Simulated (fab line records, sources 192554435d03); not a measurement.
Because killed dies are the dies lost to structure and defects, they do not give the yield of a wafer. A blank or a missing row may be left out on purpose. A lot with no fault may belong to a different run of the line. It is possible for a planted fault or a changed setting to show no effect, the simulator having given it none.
Chamber matching	flow n5-finfet	N5_BEOL_M8_CVD_78 on cvd-co-01 has 3 sister chambers
The step deposits Co from CCTBA/H2, target thk 2 nm, time 142.3 s. 6 wafers are shown with their chamber, then 7 later ones without.

WAFERS PAIRED WITH THEIR CHAMBERS
wafer	chamber	run-length-s (s)
L421.2	0	165.2
L433.5	0	164.8
L432.5	1	166.0
L432.6	2	164.6
L436.1	2	164.9
L436.3	1	166.1

WAFERS WHOSE CHAMBER IS MISSING
wafer	run-length-s (s)
L436.4	166.4
L438.1	165.7
L438.4	164.8
L438.6	166.0
L437.1	164.4
L437.4	164.9
L437.6	166.0

WHICH CHAMBER EACH ONE RAN IN
wafer	from the rows above	in truth
L436.4	1	1
L438.1	can't be placed: 1 or 0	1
L438.4	can't be placed: 2 or 0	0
L438.6	1	1
L437.1	can't be placed: 2 or 0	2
L437.4	can't be placed: 0 or 2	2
L437.6	1	1
Placed correctly: 3 of 7. From these rows, 4 cannot be placed; in 4 the true chamber is one of the candidates. Number placed wrongly: 0.
How it was worked out, from the rows above alone: a wafer's distance from a chamber is the root of the sum, over the readings, of the square of ((its reading less the chamber's mean) divided by the reading's scatter). The wafer belongs to the nearest chamber; if the next one is less than 2 further off, it can't be placed. For every chamber, the mean is computed from those of its wafers that are shown. How the scatter is found: for the shown wafers, subtract from each reading the mean of its chamber, square and add these, divide the total by (wafers less chambers), then take the root.
